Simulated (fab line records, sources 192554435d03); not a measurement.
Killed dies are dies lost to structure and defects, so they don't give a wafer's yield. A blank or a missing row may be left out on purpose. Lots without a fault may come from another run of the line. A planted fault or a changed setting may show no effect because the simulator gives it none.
Split-lot experiment | flow n5_finfet | 7 lots, 21 wafers read, on a route of 1938 steps

THE SPLIT
At N5_MOL_CONTACT_COAG_ALD_131 (deposits SiO2, target thk 5 nm, pulse time 1 s, co reactant pulse time 1 s), the setting ald_cycles was moved away from the recipe's 35 on 4 of the 21 wafers read, by -8.6% to +5.7%. The other wafers ran this setting at the recipe's value.

The reading is taken at the split's own step.

THE READING
SiO2_of_MOL_CONTACT_COAG_ALD_131.thk_nm (the simulator's own value, which no gauge read), in nm, at N5_MOL_CONTACT_COAG_ALD_131 (deposits SiO2, target thk 5 nm, pulse time 1 s, co reactant pulse time 1 s). The file gives no usual value for it.

wafer  | tool, chamber at the split | ald_cycles as run | against the recipe | SiO2_of_MOL_CONTACT_COAG_ALD_131.thk_nm, nm | against lot-mates on the recipe
L083.3 | ald_sin-03, 3,1,0          | 35                | recipe             | 5                                           | -
L083.4 | ald_sin-03, 3,1,0          | 35                | recipe             | 5                                           | -
L083.5 | ald_sin-03, 3,1,0          | 35                | recipe             | 5                                           | -
L086.1 | ald_sin-02, 0,2,1          | 35                | recipe             | 5                                           | -
L086.2 | ald_sin-02, 0,2,1          | 35                | recipe             | 5                                           | -
L086.5 | ald_sin-02, 0,2,1          | 35                | recipe             | 5                                           | -
L087.1 | ald_sin-03, 2              | 35                | recipe             | 5                                           | -
L087.2 | ald_sin-03, 1,3            | 37                | +5.7%              | 5.4                                         | +0.4
L087.6 | ald_sin-03, 1,3            | 37                | +5.7%              | 5.4                                         | +0.4
L089.3 | ald_sin-01, 3,1,0          | 35                | recipe             | 5                                           | -
L089.5 | ald_sin-01, 3,1,0          | 35                | recipe             | 5                                           | -
L089.6 | ald_sin-01, 3,1,0          | 35                | recipe             | 5                                           | -
L090.2 | ald_sin-02, 3,2,3          | 35                | recipe             | 5                                           | -
L090.3 | ald_sin-02, 3,2,3          | 35                | recipe             | 5                                           | -
L090.6 | ald_sin-02, 3,2,3          | 35                | recipe             | 5                                           | -
L092.1 | ald_sin-03, 2,1,0          | 35                | recipe             | 5                                           | -
L092.2 | ald_sin-03, 2,1,0          | 35                | recipe             | 5                                           | -
L092.5 | ald_sin-03, 2,1,0          | 35                | recipe             | 5                                           | -
L096.1 | ald_sin-01, 2              | 32                | -8.6%              | 4.6                                         | -0.4
L096.5 | ald_sin-01, 2              | 32                | -8.6%              | 4.6                                         | -0.4
L096.3 | ald_sin-01, 3              | 35                | recipe             | 5                                           | -
Where a row lists several chambers, the file gives one row for several wafers and doesn't say which wafer went through which chamber.

THE FIT
A straight line over all 21 wafers: SiO2_of_MOL_CONTACT_COAG_ALD_131.thk_nm changes by +0.0542 nm for each +1% of ald_cycles; r = +0.98; the points scatter about the line by 0.033 nm.
The same after taking each lot's own level away (the mean of its wafers on the recipe; 21 wafers): +0.0542 nm for each +1%; r = +0.98; scatter 0.033 nm.
On that fit, the largest move of ald_cycles shifts the reading by 0.46 nm.
The lots' own levels span 5.00 to 5.00 nm.
So the lot-to-lot level changes the slope little: the two slopes agree.
Check: with one of the wafers moved furthest among these (-8.6%) left out of the fit, the line predicts -0.48 nm for it against its lot-mates. It came out at -0.4 nm against them.

OTHER SPLITS ON THESE WAFERS
These wafers also went through other splits before the reading. Each is held against what the fit with the lots' levels taken away leaves over:
other split on the same wafers        | wafers away from the commonest value | r with SiO2_of_MOL_CONTACT_COAG_ALD_131.thk_nm (lot level and that fit taken away)
N5_MOL_CONTACT_COAG_EXPOSE_05 dose_mj | 9                                    | -0.14

THE FILE'S OWN FIT
SiO2_of_MOL_CONTACT_COAG_ALD_131.thk_nm changes by +0.0538 nm for each +1% of ald_cycles, r = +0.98.
